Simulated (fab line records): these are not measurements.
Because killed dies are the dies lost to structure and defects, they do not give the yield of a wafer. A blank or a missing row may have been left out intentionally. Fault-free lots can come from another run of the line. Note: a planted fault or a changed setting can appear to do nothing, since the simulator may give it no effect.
A single fault, viewed from 3 desks :: flow n5-finfet :: each desk holds nothing but its own numbers, with what lay behind them at the end

THE DEFECT DESK
Lot by lot, what the route's inspections counted, given as the mean of those sampled wafers with a number. If a lot's mean is further than 4 standard deviations from the usual mean, the lot is out of limits and carries the mark OUT (the distance appears in the brackets).
Columns: A = raw-defect-count at N5_PASSIVATION_INSPECT_61, usual 2.2
lot: L978
first seen here: day 12 17:52
A: 1.3

lot: L979
first seen here: day 13 02:36
A: 2.3

lot: L983
first seen here: day 14 18:29
A: 1.5

lot: L985
first seen here: day 15 05:26
A: 4.0

lot: L987
first seen here: day 15 06:52
A: 1.0

lot: L990
first seen here: day 16 21:24
A: 1.7

lot: L997
first seen here: day 18 20:26
A: 2.7
This desk's finding: nothing out of limits on any of the 7 lots.

AT THE TOOL OWNER'S DESK: pvd-sputter-03
The tool's own readings at N5_PASSIVATION_SPUTTER_20 (material TaN, target thk 50 nm): means of the sampled wafers that have a number, for each lot that ran on this tool. If a lot's mean is further than 4 standard deviations from the usual mean, the lot is out of limits and carries the mark OUT (the distance appears in the brackets).
Columns: A = throttle-valve-pct at N5_PASSIVATION_SPUTTER_20, usual 30.0 %
lot: L979
first seen here: day 13 03:22
A: 29.8

lot: L983
first seen here: day 14 20:04
A: 28.2

lot: L985
first seen here: day 15 07:11
A: 29.6

lot: L987
first seen here: day 15 08:23
A: 28.2
This desk's finding: nothing out of limits on any of the 4 lots.

FROM THE METROLOGY DESK
What the gauges read for every lot (on any tool): the sampled wafers with a number, averaged. If a lot's mean is further than 4 standard deviations from the usual mean, the lot is out of limits and carries the mark OUT (the distance appears in the brackets).
Columns: A = cd-nm at N5_PASSIVATION_CD_MEAS_10, usual 3001.0 nm; B = TV_OVL at N5_PASSIVATION_OVL_MEAS_60, usual -2 nm
lot: L978
first seen here: day 12 17:49
A: 3000.4
B: 4

lot: L979
first seen here: day 13 02:32
A: 3001.8
B: 4

lot: L983
first seen here: day 14 18:26
A: 3002.3
B: -0

lot: L985
first seen here: day 15 05:23
A: 3001.2
B: -2

lot: L987
first seen here: day 15 06:49
A: 3001.8
B: -4

lot: L990
first seen here: day 16 21:20
A: 3000.8
B: -1

lot: L997
first seen here: day 18 20:23
A: 3002.8
B: -10
This desk's finding: nothing out of limits on any of the 7 lots.

PUT TOGETHER
Nothing out of limits was seen by the defect desk.
The desk of the tool owner found nothing out of limits.
Metrology desk: nothing out of limits seen.

WHAT WAS PUT IN BY THE SIMULATOR
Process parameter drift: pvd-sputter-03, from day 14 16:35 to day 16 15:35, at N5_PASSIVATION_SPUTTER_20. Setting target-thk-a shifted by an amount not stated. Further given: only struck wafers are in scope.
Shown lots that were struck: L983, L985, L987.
